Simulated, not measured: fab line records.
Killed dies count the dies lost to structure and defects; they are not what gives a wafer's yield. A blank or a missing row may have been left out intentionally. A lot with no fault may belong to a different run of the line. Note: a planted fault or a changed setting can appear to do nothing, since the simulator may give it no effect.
Which of the tools did it? ; flow n5Finfet ; Sampling: 8 lots, 24 wafers, 7 of 1938 route steps

WHAT THE GAUGES SHOWED, per wafer
N5_BEOL_M4_RC_MEAS_101.
lot;measured;on;DIBL_N (mV/V);DIBL_P (mV/V);IOFF_N (nA/um);IOFF_P (nA/um);ION_N (uA/um);ION_P (uA/um);SS_N (mV/dec);SS_P (mV/dec);VT_N (mV);VT_P (mV)
L582;day 9 00:19;prober-02;37.7 36.5 36.5;37.5 35.6 36.0;0.18 0.16 0.16;0.22 0.19 0.19;674 666 676;463 456 453;71.6 71.3 71.7;73.8 73.2 73.5;250 250 250;-249 -252 -252
L587;day 9 04:58;prober-01;38.8 36.9 37.5;41.7 38.2 38.4;0.23 0.18 0.19;0.27 0.21 0.21;694 676 683;468 452 456;72.2 71.8 71.6;74.3 73.9 74.3;245 250 248;-251 -252 -254
L590;day 10 05:55;prober-01;34.8 34.6 35.2;34.7 34.8 35.8;0.15 0.13 0.15;0.20 0.21 0.23;662 657 673;461 454 464;71.6 70.7 71.5;72.5 71.8 72.8;251 253 251;-249 -252 -249
L593;day 11 00:52;prober-01;37.7 34.9 36.2;38.5 36.7 37.5;0.19 0.14 0.16;0.26 0.21 0.23;688 677 677;475 466 461;72.3 70.8 72.2;73.5 73.7 72.3;248 253 248;-245 -249 -246
L597;day 11 13:01;prober-01;36.7 37.6 36.9;36.8 36.9 36.5;0.14 0.18 0.15;0.19 0.19 0.18;664 671 660;454 455 456;71.6 72.4 71.9;73.0 72.8 72.7;251 248 252;-253 -251 -252
L599;day 12 15:16;prober-02;36.3 34.8 37.2;35.0 33.8 35.8;0.17 0.13 0.18;0.26 0.23 0.26;681 668 681;470 469 471;71.5 71.8 71.3;72.7 72.6 73.8;247 254 247;-245 -245 -245
L603;day 13 07:12;prober-02;37.5 38.9 35.0;38.7 40.3 35.1;0.20 0.23 0.14;0.28 0.30 0.22;681 696 660;473 471 468;72.4 72.0 71.2;74.4 74.2 73.2;244 245 251;-247 -243 -249
L604;day 14 00:20;prober-01;39.1 37.7 39.5;38.5 37.1 39.5;0.18 0.16 0.19;0.23 0.22 0.26;663 659 681;460 458 467;71.9 72.1 72.8;74.1 73.7 73.8;251 252 251;-249 -248 -247

N5_BEOL_M10_THK_MEAS_53: measures by xrf.
lot;measured;on;M10_THK (nm)
L582;day 10 23:06;filmMetro-01;140.7 140.4 138.2
L587;day 11 12:11;filmMetro-02;136.2 133.8 135.0
L590;day 12 08:36;filmMetro-02;134.2 135.2 135.1
L593;day 13 17:59;filmMetro-02;312.4 310.4 311.5
L597;day 13 18:01;filmMetro-01;315.2 310.4 313.8
L599;day 14 20:02;filmMetro-01;135.9 139.2 134.5
L603;day 15 13:04;filmMetro-02;134.5 137.4 139.6
L604;day 16 13:51;filmMetro-02;139.9 138.4 140.5

N5_BEOL_M10_RS_MEAS_57: measures by four-point-probe.
lot;measured;on;M10_RS (ohm/sq)
L582;day 10 23:14;filmMetro-02;0.1490 0.1494 0.1519
L587;day 11 12:19;filmMetro-02;0.1537 0.1569 0.1541
L590;day 12 08:44;filmMetro-02;0.1530 0.1525 0.1516
L593;day 13 18:08;filmMetro-02;0.0604 0.0604 0.0599
L597;day 13 18:08;filmMetro-01;0.0607 0.0614 0.0605
L599;day 14 20:10;filmMetro-01;0.1539 0.1496 0.1560
L603;day 15 13:12;filmMetro-02;0.1549 0.1506 0.1487
L604;day 16 13:59;filmMetro-02;0.1485 0.1498 0.1474

N5_BEOL_M10_INSPECT_58: inspects for defects (darkfield).
lot;measured;on;rawDefectCount
L582;day 10 23:16;defectInspect-01;83 52 55
L587;day 11 12:21;defectInspect-01;100 140 111
L590;day 12 08:46;defectInspect-01;96 109 78
L593;day 13 18:09;defectInspect-01;2376 2354 2357
L597;day 13 18:10;defectInspect-02;2281 2253 2397
L599;day 14 20:11;defectInspect-01;74 76 82
L603;day 15 13:14;defectInspect-01;69 70 54
L604;day 16 14:01;defectInspect-01;89 88 104

WHAT TOOL EACH LOT RAN ON (gives the tool, then ch and the chambers of the sampled wafers, and finally the start)
lot;N5_BEOL_M10_STRIP_77;N5_BEOL_M10_PRE_CLEAN_45;N5_BEOL_M10_CMP_52
L582;rieDiel-04 ch 0,2,3, day 10 21:32 or earlier;pvdSputter-03, day 10 21:32;cmp-01 ch 0,2,3, day 10 22:49
L587;rieDiel-04 ch 0,2, day 11 08:58 or earlier;pvdSputter-03, day 11 08:58;cmp-02 ch 1,2,3, day 11 11:53
L590;rieDiel-04 ch 1,3, day 12 07:02 or earlier;pvdSputter-02, day 12 07:02;cmp-03 ch 1,2, day 12 08:18
L593;rieDiel-02 ch 0,1,2, day 13 15:59 or earlier;pvdSputter-03, day 13 15:59;cmp-01 ch 0,1,3, day 13 17:42
L597;rieDiel-04 ch 0,2,3, day 13 16:04 or earlier;pvdSputter-03, day 13 16:04;cmp-02 ch 0,2,3, day 13 17:45
L599;rieDiel-05 ch 0,2,3, day 14 18:17 or earlier;pvdSputter-01, day 14 18:17;cmp-01 ch 0,1,2, day 14 19:51
L603;rieDiel-02 ch 0,1,3, day 15 09:40 or earlier;pvdSputter-03, day 15 09:40;cmp-03 ch 1,2,3, day 15 12:46
L604;rieDiel-04 ch 0,1,2, day 16 12:02 or earlier;pvdSputter-03, day 16 12:02;cmp-03 ch 0,1,2, day 16 13:40
- N5_BEOL_M10_STRIP_77: strips in N2/H2, time 10 s.
- N5_BEOL_M10_PRE_CLEAN_45: time 30 s.
- N5_BEOL_M10_CMP_52: polishes, stops on SiCOH lowk, t overpolish 7 s, target thk 140 nm.

WHAT THE TOOLS THEMSELVES READ (means of the sampled wafers that have a number; where no wafer has one, the mark that the record gives instead)
N5_BEOL_M10_STRIP_77.
lot;tool;drypumpMotorCurrentA (A);oesProductAu (a.u.);rfVppV (V);showerheadPlenumPTorr (Torr);throttleValvePct (%)
L582;rieDiel-04;5.4;0.74;58.8;2.43;23.58
L587;rieDiel-04;5.5;0.74;58.1;2.43;23.70
L590;rieDiel-04;5.4;0.68;59.3;2.53;23.67
L593;rieDiel-02;5.5;0.73;58.9;2.53;23.74
L597;rieDiel-04;5.4;0.72;58.8;2.42;23.62
L599;rieDiel-05;5.5;0.75;59.2;2.61;23.52
L603;rieDiel-02;5.3;0.76;59.0;2.50;23.65
L604;rieDiel-04;5.3;0.89;59.9;2.58;23.45

N5_BEOL_M10_PRE_CLEAN_45.
lot;tool;heaterPowerW (W)
L582;pvdSputter-03;415
L587;pvdSputter-03;300
L590;pvdSputter-02;370
L593;pvdSputter-03;351
L597;pvdSputter-03;359
L599;pvdSputter-01;319
L603;pvdSputter-03;304
L604;pvdSputter-03;317

N5_BEOL_M10_CMP_52.
lot;tool;barrierFieldEndpointS (s);clearingPlatenDownForcePsi (psi);motorCurrentA (A);overpolishRunS (s);retainingRingPressureFrac;slurryFilterDpKPa (kPa);timeToEndpointS (s)
L582;cmp-01;29.0;1.501;5.9;7.009;0.996;13.49;66
L587;cmp-02;27.9;1.499;6.3;7.002;1.000;13.47;61
L590;cmp-03;29.1;1.501;7.0;6.994;1.000;13.42;67
L593;cmp-01;-;-;-;-;-;-;-
L597;cmp-02;-;-;-;-;-;-;-
L599;cmp-01;28.0;1.498;5.4;6.993;1.000;13.55;65
L603;cmp-03;28.9;1.500;7.0;7.000;1.001;13.56;69
L604;cmp-03;28.8;1.500;6.6;6.995;0.998;13.47;65

THE ANSWER, worked out from the rows above alone
Rule: usual is defined by the lots themselves. The widest of any qualifying gaps counts: lots, ordered by their means at a reading, are off when they make up no more than a third of the lots, leave a main group of 4 or more, and stand apart from it by 3 or more times the standard deviation of that group's means. A main group is skipped when, at the precision printed for the reading in the tables above, its means are all equal. Also off: a lot with no number at a reading for which 4 or more lots have one. The other lots that the step has rows for count as sound. After the gauges, taken in route order, come the tools' own readings; for these a lot's mean is taken, as printed above. The first step at which some lot is off is used, and at that step the reading that is off furthest; a lot without a number counts as furthest.
Off: at N5_BEOL_M10_THK_MEAS_53 (M10_THK), L593, L597. Main group: mean 137.1 nm, sd 2.
A tool fits if, at a process step before that reading, it ran every lot that is off, and no sound lot after the first of them. The gauges at N5_BEOL_M10_THK_MEAS_53 aren't tried: what is off there is off at N5_BEOL_M10_INSPECT_58 too, on other tools, and a gauge's error can't cause that. N5_BEOL_M10_STRIP_77: start missing for some lots; hours and lot order therefore follow N5_BEOL_M10_PRE_CLEAN_45. Not one of the candidates tried fits.

WHAT WAS PUT IN BY THE SIMULATOR
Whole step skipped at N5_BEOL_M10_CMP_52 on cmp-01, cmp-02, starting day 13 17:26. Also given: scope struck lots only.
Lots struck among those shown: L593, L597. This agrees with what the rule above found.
